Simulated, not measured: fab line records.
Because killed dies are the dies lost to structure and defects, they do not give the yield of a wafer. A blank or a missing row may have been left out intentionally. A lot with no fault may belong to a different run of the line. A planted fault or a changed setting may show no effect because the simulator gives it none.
One fault through the eyes of 2 desks || flow nand-harc || every desk sees just its own numbers, and what lay behind them comes last

## METROLOGY DESK
What the gauges read for every lot (on any tool): the sampled wafers with a number, averaged. Any lot whose mean is over 4 standard deviations away from the usual mean is out of limits and marked OUT; that distance is given in the brackets.
Columns: A = cd-nm at NHARC_P_M0_CD_MEAS_09, usual 90.0 nm
{"lot": "L679", "first seen here": "day 5 23:36", "A": 90.0}
{"lot": "L680", "first seen here": "day 6 10:15", "A": 89.8}
{"lot": "L682", "first seen here": "day 6 11:34", "A": 89.8}
{"lot": "L684", "first seen here": "day 6 22:44", "A": 89.7}
{"lot": "L683", "first seen here": "day 6 23:43", "A": 89.9}
{"lot": "L686", "first seen here": "day 7 06:37", "A": 90.8}
{"lot": "L693", "first seen here": "day 9 08:14", "A": 89.6}
{"lot": "L699", "first seen here": "day 10 11:49", "A": "85.2 (-7.1) OUT"}
{"lot": "L700", "first seen here": "day 10 23:21", "A": "85.0 (-7.5) OUT"}
{"lot": "L702", "first seen here": "day 11 08:05", "A": 90.0}
{"lot": "L701", "first seen here": "day 11 12:51", "A": 89.4}
This desk finds L699, L700 out of limits, L699 being first, at day 10 11:49 (cd-nm at NHARC_P_M0_CD_MEAS_09). Within limits: L679, L680, L682, L684, L683, L686, L693, L702, L701.

## AT THE TOOL OWNER'S DESK: litho-track-01
The tool's own readings at NHARC_P_M0_PEB_07 (peb time 65 s): means of the sampled wafers that have a number, for each lot that ran on this tool. Any lot whose mean is over 4 standard deviations away from the usual mean is out of limits and marked OUT; that distance is given in the brackets.
Columns: A = heater-power-total-W at NHARC_P_M0_PEB_07, usual 156.6 W; B = plate-temp-C at NHARC_P_M0_PEB_07, usual 100.01 C
{"lot": "L682", "first seen here": "day 6 11:29", "A": 156.3, "B": 99.93}
{"lot": "L684", "first seen here": "day 6 22:39", "A": 156.4, "B": 100.11}
{"lot": "L683", "first seen here": "day 6 23:38", "A": 156.9, "B": 100.12}
{"lot": "L686", "first seen here": "day 7 06:31", "A": 156.2, "B": 99.87}
{"lot": "L693", "first seen here": "day 9 08:10", "A": 156.4, "B": 99.97}
{"lot": "L699", "first seen here": "day 10 11:44", "A": "169.0 (+29) OUT", "B": "-"}
{"lot": "L700", "first seen here": "day 10 23:16", "A": "168.4 (+27) OUT", "B": "-"}
This desk finds L699, L700 out of limits, L699 being first, at day 10 11:44 (heater-power-total-W at NHARC_P_M0_PEB_07). Within limits: L682, L684, L683, L686, L693.

## BROUGHT TOGETHER
The tool owner's desk had the chance to raise an alarm at day 10 11:44 on L699, L700.
L699, L700 would have let the metrology desk raise an alarm at day 10 11:49.
All the named lots went through NHARC_P_M0_PEB_07 on litho-track-01.

## WHAT THE SIMULATOR HAD INSERTED
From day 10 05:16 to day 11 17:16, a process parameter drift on litho-track-01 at NHARC_P_M0_PEB_07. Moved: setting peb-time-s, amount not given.
Shown lots that were struck: L699, L700.
Hours from the fault's start to each desk's first reading out of limits: the tool owner's desk, 6; the metrology desk, 7.
